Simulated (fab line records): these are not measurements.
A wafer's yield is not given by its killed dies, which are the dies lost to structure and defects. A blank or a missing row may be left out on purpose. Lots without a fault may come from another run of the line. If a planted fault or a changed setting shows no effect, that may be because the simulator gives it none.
The tool behind it: which one? / flow nandHarc / 24 lots with 72 wafers sampled at 4 steps, on a route of 1302 steps

WHAT EACH GAUGE READ, for each wafer
NHARC_P_M2_CD_MEAS_16.
lot=L074; measured=day 6 09:14; on=cdSem-01; cdNm (nm)=170.6 170.4 170.3
lot=L075; measured=day 6 20:01; on=cdSem-03; cdNm (nm)=169.6 170.9 170.6
lot=L076; measured=day 7 10:01; on=cdSem-02; cdNm (nm)=170.3 170.0 171.0
lot=L077; measured=day 7 20:11; on=cdSem-01; cdNm (nm)=170.6 169.5 169.4
lot=L078; measured=day 8 06:25; on=cdSem-01; cdNm (nm)=169.6 170.3 169.7
lot=L079; measured=day 8 12:04; on=cdSem-03; cdNm (nm)=169.4 169.7 169.2
lot=L080; measured=day 8 18:05; on=cdSem-03; cdNm (nm)=170.7 170.1 169.4
lot=L081; measured=day 9 07:44; on=cdSem-01; cdNm (nm)=169.4 170.0 169.3
lot=L082; measured=day 9 22:46; on=cdSem-01; cdNm (nm)=169.0 170.4 169.8
lot=L083; measured=day 10 04:43; on=cdSem-02; cdNm (nm)=171.4 170.7 170.5
lot=L084; measured=day 10 20:35; on=cdSem-01; cdNm (nm)=171.4 170.3 169.8
lot=L085; measured=day 10 21:45; on=cdSem-01; cdNm (nm)=170.6 169.1 168.5
lot=L086; measured=day 11 07:32; on=cdSem-01; cdNm (nm)=169.8 169.0 170.3
lot=L087; measured=day 11 21:31; on=cdSem-03; cdNm (nm)=170.4 170.4 170.2
lot=L089; measured=day 12 13:40; on=cdSem-01; cdNm (nm)=171.4 170.0 171.0
lot=L088; measured=day 12 14:22; on=cdSem-03; cdNm (nm)=169.2 170.3 170.0
lot=L090; measured=day 12 23:49; on=cdSem-01; cdNm (nm)=170.0 170.0 171.1
lot=L091; measured=day 13 10:26; on=cdSem-01; cdNm (nm)=169.7 170.2 169.5
lot=L092; measured=day 13 19:24; on=cdSem-01; cdNm (nm)=170.5 170.5 170.4
lot=L093; measured=day 14 12:02; on=cdSem-01; cdNm (nm)=169.9 169.6 169.7
lot=L094; measured=day 14 17:58; on=cdSem-01; cdNm (nm)=170.9 170.4 170.6
lot=L095; measured=day 15 05:02; on=cdSem-03; cdNm (nm)=168.3 169.4 168.9
lot=L096; measured=day 15 17:14; on=cdSem-03; cdNm (nm)=170.3 169.9 169.6
lot=L097; measured=day 16 00:38; on=cdSem-02; cdNm (nm)=170.6 169.7 169.4

TOOL THAT RAN EACH LOT (tool first, then ch and the chambers of the sampled wafers, then the start)
lot=L074; NHARC_P_M0_PVD_21=pvdSputter-03, day 6 02:23 or earlier; NHARC_P_M0_ANNEAL_30=rtpAnneal-01 ch 0, day 6 02:23; NHARC_P_M1_CMP_23=cmp-04 ch 0,1,3, day 6 06:53
lot=L075; NHARC_P_M0_PVD_21=pvdSputter-01, day 6 13:11 or earlier; NHARC_P_M0_ANNEAL_30=rtpAnneal-01 ch 0, day 6 13:11; NHARC_P_M1_CMP_23=cmp-01 ch 0,1,2, day 6 17:40
lot=L076; NHARC_P_M0_PVD_21=pvdSputter-01, day 7 03:16 or earlier; NHARC_P_M0_ANNEAL_30=rtpAnneal-01 ch 0, day 7 03:16; NHARC_P_M1_CMP_23=cmp-04 ch 0,1,3, day 7 07:40
lot=L077; NHARC_P_M0_PVD_21=pvdSputter-01, day 7 13:28 or earlier; NHARC_P_M0_ANNEAL_30=rtpAnneal-01 ch 0, day 7 13:28; NHARC_P_M1_CMP_23=cmp-01 ch 0,1,3, day 7 17:53
lot=L078; NHARC_P_M0_PVD_21=pvdSputter-01, day 7 23:32 or earlier; NHARC_P_M0_ANNEAL_30=rtpAnneal-02 ch 0, day 7 23:32; NHARC_P_M1_CMP_23=cmp-04 ch 0,2, day 8 04:03
lot=L079; NHARC_P_M0_PVD_21=pvdSputter-01, day 8 05:10 or earlier; NHARC_P_M0_ANNEAL_30=rtpAnneal-02 ch 0, day 8 05:10; NHARC_P_M1_CMP_23=cmp-04 ch 1,3, day 8 09:44
lot=L080; NHARC_P_M0_PVD_21=pvdSputter-01, day 8 11:09 or earlier; NHARC_P_M0_ANNEAL_30=rtpAnneal-02 ch 0, day 8 11:09; NHARC_P_M1_CMP_23=cmp-02 ch 2,3, day 8 15:44
lot=L081; NHARC_P_M0_PVD_21=pvdSputter-02, day 9 00:53 or earlier; NHARC_P_M0_ANNEAL_30=rtpAnneal-02 ch 0, day 9 00:53; NHARC_P_M1_CMP_23=cmp-01 ch 0,1,2, day 9 05:22
lot=L082; NHARC_P_M0_PVD_21=pvdSputter-03, day 9 15:48 or earlier; NHARC_P_M0_ANNEAL_30=rtpAnneal-01 ch 0, day 9 15:48; NHARC_P_M1_CMP_23=cmp-01 ch 0,2,3, day 9 20:29
lot=L083; NHARC_P_M0_PVD_21=pvdSputter-03, day 9 22:03 or earlier; NHARC_P_M0_ANNEAL_30=rtpAnneal-02 ch 0, day 9 22:03; NHARC_P_M1_CMP_23=cmp-02 ch 0,2, day 10 02:28
lot=L084; NHARC_P_M0_PVD_21=pvdSputter-02, day 10 13:41 or earlier; NHARC_P_M0_ANNEAL_30=rtpAnneal-02 ch 0, day 10 13:41; NHARC_P_M1_CMP_23=cmp-04 ch 1,2,3, day 10 18:20
lot=L085; NHARC_P_M0_PVD_21=pvdSputter-03, day 10 15:01 or earlier; NHARC_P_M0_ANNEAL_30=rtpAnneal-01 ch 0, day 10 15:01; NHARC_P_M1_CMP_23=cmp-01 ch 0,1,3, day 10 19:25
lot=L086; NHARC_P_M0_PVD_21=pvdSputter-02, day 11 00:29 or earlier; NHARC_P_M0_ANNEAL_30=rtpAnneal-01 ch 0, day 11 00:29; NHARC_P_M1_CMP_23=cmp-01 ch 0,1, day 11 04:51
lot=L087; NHARC_P_M0_PVD_21=pvdSputter-03, day 11 14:58 or earlier; NHARC_P_M0_ANNEAL_30=rtpAnneal-01 ch 0, day 11 14:58; NHARC_P_M1_CMP_23=cmp-02 ch 1,3, day 11 19:19
lot=L089; NHARC_P_M0_PVD_21=pvdSputter-03, day 12 06:58 or earlier; NHARC_P_M0_ANNEAL_30=rtpAnneal-02 ch 0, day 12 06:58; NHARC_P_M1_CMP_23=cmp-02 ch 0,2,3, day 12 11:19
lot=L088; NHARC_P_M0_PVD_21=pvdSputter-02, day 12 07:32 or earlier; NHARC_P_M0_ANNEAL_30=rtpAnneal-02 ch 0, day 12 07:32; NHARC_P_M1_CMP_23=cmp-02 ch 0,1, day 12 12:01
lot=L090; NHARC_P_M0_PVD_21=pvdSputter-03, day 12 16:37 or earlier; NHARC_P_M0_ANNEAL_30=rtpAnneal-01 ch 0, day 12 16:37; NHARC_P_M1_CMP_23=cmp-04 ch 2,3, day 12 21:25
lot=L091; NHARC_P_M0_PVD_21=pvdSputter-01, day 13 03:48 or earlier; NHARC_P_M0_ANNEAL_30=rtpAnneal-01 ch 0, day 13 03:48; NHARC_P_M1_CMP_23=cmp-02 ch 0,1,2, day 13 08:12
lot=L092; NHARC_P_M0_PVD_21=pvdSputter-02, day 13 12:35 or earlier; NHARC_P_M0_ANNEAL_30=rtpAnneal-01 ch 0, day 13 12:35; NHARC_P_M1_CMP_23=cmp-04 ch 0,2,3, day 13 17:04
lot=L093; NHARC_P_M0_PVD_21=pvdSputter-03, day 14 05:19 or earlier; NHARC_P_M0_ANNEAL_30=rtpAnneal-01 ch 0, day 14 05:19; NHARC_P_M1_CMP_23=cmp-02 ch 0,2, day 14 09:52
lot=L094; NHARC_P_M0_PVD_21=pvdSputter-01, day 14 10:28 or earlier; NHARC_P_M0_ANNEAL_30=rtpAnneal-02 ch 0, day 14 10:28; NHARC_P_M1_CMP_23=cmp-04 ch 1,2,3, day 14 15:38
lot=L095; NHARC_P_M0_PVD_21=pvdSputter-03, day 14 21:47 or earlier; NHARC_P_M0_ANNEAL_30=rtpAnneal-01 ch 0, day 14 21:47; NHARC_P_M1_CMP_23=cmp-01 ch 1,3, day 15 02:41
lot=L096; NHARC_P_M0_PVD_21=pvdSputter-01, day 15 10:20 or earlier; NHARC_P_M0_ANNEAL_30=rtpAnneal-01 ch 0, day 15 10:20; NHARC_P_M1_CMP_23=cmp-01 ch 1,2,3, day 15 14:57
lot=L097; NHARC_P_M0_PVD_21=pvdSputter-01, day 15 17:55 or earlier; NHARC_P_M0_ANNEAL_30=rtpAnneal-01 ch 0, day 15 17:55; NHARC_P_M1_CMP_23=cmp-04 ch 0,3, day 15 22:24
- NHARC_P_M0_PVD_21: deposits Cu, target thk 30 nm, time 20.49 s.
- NHARC_P_M0_ANNEAL_30: time 90 s.
- NHARC_P_M1_CMP_23: polishes, t overpolish 20 s, target thk 157.82 nm.

AS READ BY THE TOOLS THEMSELVES (means over the sampled wafers that have a number; for cases with no such wafer, the mark the record gives instead)
NHARC_P_M0_PVD_21.
lot=L074; tool=pvdSputter-03; throttleValvePct (%)=29.8
lot=L075; tool=pvdSputter-01; throttleValvePct (%)=29.3
lot=L076; tool=pvdSputter-01; throttleValvePct (%)=28.9
lot=L077; tool=pvdSputter-01; throttleValvePct (%)=29.0
lot=L078; tool=pvdSputter-01; throttleValvePct (%)=29.1
lot=L079; tool=pvdSputter-01; throttleValvePct (%)=29.2
lot=L080; tool=pvdSputter-01; throttleValvePct (%)=28.9
lot=L081; tool=pvdSputter-02; throttleValvePct (%)=29.3
lot=L082; tool=pvdSputter-03; throttleValvePct (%)=29.6
lot=L083; tool=pvdSputter-03; throttleValvePct (%)=29.6
lot=L084; tool=pvdSputter-02; throttleValvePct (%)=29.6
lot=L085; tool=pvdSputter-03; throttleValvePct (%)=29.6
lot=L086; tool=pvdSputter-02; throttleValvePct (%)=29.9
lot=L087; tool=pvdSputter-03; throttleValvePct (%)=29.8
lot=L089; tool=pvdSputter-03; throttleValvePct (%)=29.9
lot=L088; tool=pvdSputter-02; throttleValvePct (%)=29.8
lot=L090; tool=pvdSputter-03; throttleValvePct (%)=30.0
lot=L091; tool=pvdSputter-01; throttleValvePct (%)=29.7
lot=L092; tool=pvdSputter-02; throttleValvePct (%)=29.5
lot=L093; tool=pvdSputter-03; throttleValvePct (%)=30.2
lot=L094; tool=pvdSputter-01; throttleValvePct (%)=29.9
lot=L095; tool=pvdSputter-03; throttleValvePct (%)=30.1
lot=L096; tool=pvdSputter-01; throttleValvePct (%)=29.9
lot=L097; tool=pvdSputter-01; throttleValvePct (%)=29.9

NHARC_P_M0_ANNEAL_30.
lot=L074 tool=rtpAnneal-01 wafer_temp_C_max=225.8
lot=L075 tool=rtpAnneal-01 wafer_temp_C_max=226.0
lot=L076 tool=rtpAnneal-01 wafer_temp_C_max=225.9
lot=L077 tool=rtpAnneal-01 wafer_temp_C_max=225.9
lot=L078 tool=rtpAnneal-02 wafer_temp_C_max=226.0
lot=L079 tool=rtpAnneal-02 wafer_temp_C_max=225.9
lot=L080 tool=rtpAnneal-02 wafer_temp_C_max=226.1
lot=L081 tool=rtpAnneal-02 wafer_temp_C_max=226.5
lot=L082 tool=rtpAnneal-01 wafer_temp_C_max=225.6
lot=L083 tool=rtpAnneal-02 wafer_temp_C_max=226.2
lot=L084 tool=rtpAnneal-02 wafer_temp_C_max=226.1
lot=L085 tool=rtpAnneal-01 wafer_temp_C_max=226.1
lot=L086 tool=rtpAnneal-01 wafer_temp_C_max=225.7
lot=L087 tool=rtpAnneal-01 wafer_temp_C_max=225.9
lot=L089 tool=rtpAnneal-02 wafer_temp_C_max=226.2
lot=L088 tool=rtpAnneal-02 wafer_temp_C_max=226.3
lot=L090 tool=rtpAnneal-01 wafer_temp_C_max=225.7
lot=L091 tool=rtpAnneal-01 wafer_temp_C_max=225.9
lot=L092 tool=rtpAnneal-01 wafer_temp_C_max=225.8
lot=L093 tool=rtpAnneal-01 wafer_temp_C_max=225.9
lot=L094 tool=rtpAnneal-02 wafer_temp_C_max=226.3
lot=L095 tool=rtpAnneal-01 wafer_temp_C_max=225.8
lot=L096 tool=rtpAnneal-01 wafer_temp_C_max=225.9
lot=L097 tool=rtpAnneal-01 wafer_temp_C_max=226.0

NHARC_P_M1_CMP_23.
lot=L074; tool=cmp-04; motorCurrentA (A)=11.2; timeToEndpointS (s)=29.6
lot=L075; tool=cmp-01; motorCurrentA (A)=12.1; timeToEndpointS (s)=26.8
lot=L076; tool=cmp-04; motorCurrentA (A)=11.5; timeToEndpointS (s)=28.0
lot=L077; tool=cmp-01; motorCurrentA (A)=11.8; timeToEndpointS (s)=28.0
lot=L078; tool=cmp-04; motorCurrentA (A)=11.2; timeToEndpointS (s)=30.1
lot=L079; tool=cmp-04; motorCurrentA (A)=11.4; timeToEndpointS (s)=31.5
lot=L080; tool=cmp-02; motorCurrentA (A)=11.9; timeToEndpointS (s)=29.0
lot=L081; tool=cmp-01; motorCurrentA (A)=12.2; timeToEndpointS (s)=27.1
lot=L082; tool=cmp-01; motorCurrentA (A)=11.5; timeToEndpointS (s)=28.7
lot=L083; tool=cmp-02; motorCurrentA (A)=13.6; timeToEndpointS (s)=29.4
lot=L084; tool=cmp-04; motorCurrentA (A)=10.4; timeToEndpointS (s)=30.5
lot=L085; tool=cmp-01; motorCurrentA (A)=12.0; timeToEndpointS (s)=31.4
lot=L086; tool=cmp-01; motorCurrentA (A)=13.0; timeToEndpointS (s)=30.9
lot=L087; tool=cmp-02; motorCurrentA (A)=12.3; timeToEndpointS (s)=31.0
lot=L089; tool=cmp-02; motorCurrentA (A)=12.9; timeToEndpointS (s)=27.0
lot=L088; tool=cmp-02; motorCurrentA (A)=13.5; timeToEndpointS (s)=31.9
lot=L090; tool=cmp-04; motorCurrentA (A)=9.8; timeToEndpointS (s)=27.8
lot=L091; tool=cmp-02; motorCurrentA (A)=13.2; timeToEndpointS (s)=31.0
lot=L092; tool=cmp-04; motorCurrentA (A)=10.5; timeToEndpointS (s)=25.0
lot=L093; tool=cmp-02; motorCurrentA (A)=13.5; timeToEndpointS (s)=29.1
lot=L094; tool=cmp-04; motorCurrentA (A)=10.9; timeToEndpointS (s)=29.2
lot=L095; tool=cmp-01; motorCurrentA (A)=11.5; timeToEndpointS (s)=28.9
lot=L096; tool=cmp-01; motorCurrentA (A)=11.6; timeToEndpointS (s)=28.4
lot=L097; tool=cmp-04; motorCurrentA (A)=11.6; timeToEndpointS (s)=28.2

THE ANSWER, worked out from the rows above alone
Rule: the lots themselves supply what counts as usual. The widest of any qualifying gaps counts: lots, ordered by their means at a reading, are off when they make up no more than a third of the lots, leave a main group of 4 or more, and stand apart from it by 3 or more times the standard deviation of that group's means. The tables above print the reading to a certain number of digits; a main group whose means all agree to those digits is not used. A lot without any number at a reading at which 4 lots or more have one is off too. Any other lot the step has rows for is counted as sound. The gauges are gone through in route order, then the tools' own readings, and for those a lot's mean is taken as printed above. At the first step where some lot is off, the reading lying furthest off is the one used; lots without a number count as furthest.
No lot is off on any of the readings shown, so nothing can be concluded from this.

WHAT THE SIMULATOR HAD INSERTED
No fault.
